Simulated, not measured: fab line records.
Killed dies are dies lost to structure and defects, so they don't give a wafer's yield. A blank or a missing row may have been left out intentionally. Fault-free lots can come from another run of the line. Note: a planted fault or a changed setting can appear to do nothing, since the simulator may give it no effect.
Matching of chambers + flow nandHarc + rieDiel-11 running NHARC_P_CONTACT_ETCH_35: 4 sister chambers
The step etches the open film in CF4, target depth 39 nm, time 65 s. 8 wafers are shown with their chamber, then 7 later ones without.

## WAFERS, EACH WITH ITS CHAMBER
| wafer  | chamber | drypumpMotorCurrentA (A) | oesProductAu (a.u.) |
|--------|---------|--------------------------|---------------------|
| L075.2 | 0       | 5.7                      | 0.992               |
| L075.6 | 2       | 5.2                      | 1.008               |
| L079.2 | 0       | 5.7                      | 0.996               |
| L079.6 | 1       | 6.6                      | 0.994               |
| L089.2 | 2       | 5.2                      | 1.000               |
| L089.6 | 3       | 6.2                      | 1.014               |
| L090.1 | 3       | 6.2                      | 1.012               |
| L090.3 | 1       | 6.5                      | 0.989               |

## WAFERS WHOSE CHAMBER IS MISSING
| wafer  | drypumpMotorCurrentA (A) | oesProductAu (a.u.) |
|--------|--------------------------|---------------------|
| L090.6 | 5.2                      | 1.002               |
| L093.1 | 6.5                      | 0.978               |
| L093.3 | 5.2                      | 0.990               |
| L093.6 | 6.1                      | 1.005               |
| L096.2 | 6.5                      | 0.971               |
| L096.4 | 5.2                      | 1.002               |
| L096.6 | 5.7                      | 1.005               |

## CHAMBER TAKEN BY EACH
| wafer  | from the rows above | in truth |
|--------|---------------------|----------|
| L090.6 | 2                   | 2        |
| L093.1 | 1                   | 1        |
| L093.3 | 2                   | 2        |
| L093.6 | 3                   | 3        |
| L096.2 | 1                   | 1        |
| L096.4 | 2                   | 2        |
| L096.6 | 0                   | 0        |
7 of 7 placed correctly. From these rows, 0 cannot be placed. Number placed wrongly: 0.
How it was worked out, from the rows above alone: a wafer's distance from a chamber is the root of the sum, over the readings, of the square of ((its reading less the chamber's mean) divided by the reading's scatter). The wafer belongs to the nearest chamber; if the next one is less than 2 further off, it can't be placed. A chamber's mean is the mean of its shown wafers. How the scatter is found: for the shown wafers, subtract from each reading the mean of its chamber, square and add these, divide the total by (wafers less chambers), then take the root.
